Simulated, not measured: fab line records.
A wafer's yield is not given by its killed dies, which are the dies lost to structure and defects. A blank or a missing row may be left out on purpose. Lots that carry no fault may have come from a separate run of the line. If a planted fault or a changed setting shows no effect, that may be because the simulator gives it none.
A lot that was struck, set against a sound lot	flow n5Finfet	17 steps out of a route of 1938
Sound: these wafers, L875.2, L875.5, L875.6. Struck: wafers L882.2, L882.5, L882.6. The cause comes at the end.
At each step with rows: each side's tool, then ch and its chambers, then its first start. Under that, the readings that differ: sound wafers	struck wafers	difference of the means	sigmas: that difference in standard deviations of wafers without a fault.
alike: readings whose means differ by less than 2 such deviations, and words and numbers that are the same on both sides. not compared: withheld readings, readings that some wafer has no value for, bounds like >300 that may hide the same value, and numbers for which the record gives no deviation and whose values overlap.
A row with sigmas, a row that says differs or no value, or rows on one side alone: a step with any of these is where the two part. Numbers that have no deviation but don't overlap get no sigmas and don't part them. Lack of a reading on every wafer of one side parts them only where that side has two or more wafers.

first, 2 steps without rows for these wafers: N5_BEOL_M1_PEB_09 (peb time 60 s); N5_BEOL_M1_DEVELOP_10 (develop time 30 s).
N5_BEOL_M1_CD_MEAS_11 targets a cd of 17.05 nm.
  sound on cdSem-02 ch 0, day 7 08:05; struck on cdSem-02 ch 0, day 9 13:58
  alike: cdNm
N5_BEOL_M1_OVL_MEAS_12:
  sound on overlay-02 ch 0, day 7 08:07; struck on overlay-01 ch 0, day 9 14:00
  alike: M1_OVL
N5_BEOL_M1_INSPECT_13: inspects for defects (brightfield).
  sound on defectInspect-02 at day 7 08:11; struck on defectInspect-01 at day 9 14:03
  alike: rawDefectCount
then, 1 step without rows for these wafers: N5_BEOL_M1_DESCUM_16 (chemistry O2, time 7 s).
N5_BEOL_M1_ETCH_74: etches underlayer in N2/H2, target depth 6.5 nm, time 5.2 s.
  sound on rieDiel-05 ch 0,1,3, day 7 08:15; struck on rieDiel-04 ch 1,2, day 9 14:32
  alike: drypumpMotorCurrentA, etchRfOnTimeS, oesProductAu, rfVppV, showerheadPlenumPTorr, throttleValvePct
  not compared: rfHoursCounterH
N5_BEOL_M1_ETCH_63: etches SiARC in CF4, target depth 15.6 nm, time 26 s.
  sound on rieDiel-05 ch 0,1,3, day 7 08:16; struck on rieDiel-04 ch 1,2, day 9 14:33
  alike: drypumpMotorCurrentA, etchRfOnTimeS, oesProductAu, rfVppV, showerheadPlenumPTorr, throttleValvePct
  not compared: rfHoursCounterH
N5_BEOL_M1_ETCH_64: etches SOC in N2/H2, target depth 75 nm, overetch 15 nm, time 112.5 s.
  sound on rieDiel-05 ch 0,1,3, day 7 08:17; struck on rieDiel-04 ch 1,2, day 9 14:34
  alike: drypumpMotorCurrentA, oesProductAu, rfVppV, showerheadPlenumPTorr, throttleValvePct
  not compared: rfHoursCounterH
then, 2 steps without rows for these wafers: N5_BEOL_M1_STRIP_65 (strips in N2/H2); N5_BEOL_M1_STRIP_75 (strips in N2/H2).
N5_BEOL_M1_STRIP_66: strips in CF4.
  sound on rieDiel-05 ch 0,1,3, day 7 08:25; struck on rieDiel-04 ch 1,2, day 9 14:42
  alike: drypumpMotorCurrentA, oesProductAu, rfVppV, showerheadPlenumPTorr, throttleValvePct
  not compared: rfHoursCounterH
N5_BEOL_M1_HM_OPEN_17: chemistry Cl2/BCl3, target TiN, target depth 20 nm, overetch 6 nm.
  sound on rieMetal-02 ch 0,1, day 7 08:28; struck on rieMetal-02 ch 0,1, day 9 14:44
  no value came back on the struck wafers for any of 5 readings (bcl3FlowSccm (sccm), biasW (W) and others); on the sound wafers bcl3FlowSccm (sccm) reads 21.77 21.74 21.77
reading	sound	struck	difference	sigmas
model.SOC_of_BEOL_M1_COAT_61.thkNm (nm)	52.4 52.2 52.6	60.4 60.2 60.2	+7.9	
  not compared: rfHoursCounterH
N5_BEOL_M1_STRIP_19: strips in O2.
  sound on rieDiel-05 ch 1,2, day 7 08:34; struck on rieDiel-02 ch 0,2, day 9 14:58
  alike: drypumpMotorCurrentA, oesProductAu, rfVppV, showerheadPlenumPTorr, throttleValvePct
  not compared: rfHoursCounterH
N5_BEOL_M1_CD_MEAS_18: pitch 36 nm, target cd 18 nm.
  sound on cdSem-03 at day 7 08:38; struck on cdSem-02 at day 9 15:02
reading	sound	struck	difference	sigmas
cdNm (nm)	18.6 17.3 17.5	- - -	no value on the struck wafers	
then, 1 step without rows for these wafers: N5_BEOL_M1_COAT_67 (time 60 s, resist thk 60 nm).
N5_BEOL_M4_RC_MEAS_101:
  the record has rows for the sound wafers here (prober-01 ch 0, day 9 06:34) and none for the struck ones

== WHERE THEY PART ==
At N5_BEOL_M1_HM_OPEN_17 first; at N5_BEOL_M4_RC_MEAS_101 last (within this record only).

WHY: the cause the simulator had injected
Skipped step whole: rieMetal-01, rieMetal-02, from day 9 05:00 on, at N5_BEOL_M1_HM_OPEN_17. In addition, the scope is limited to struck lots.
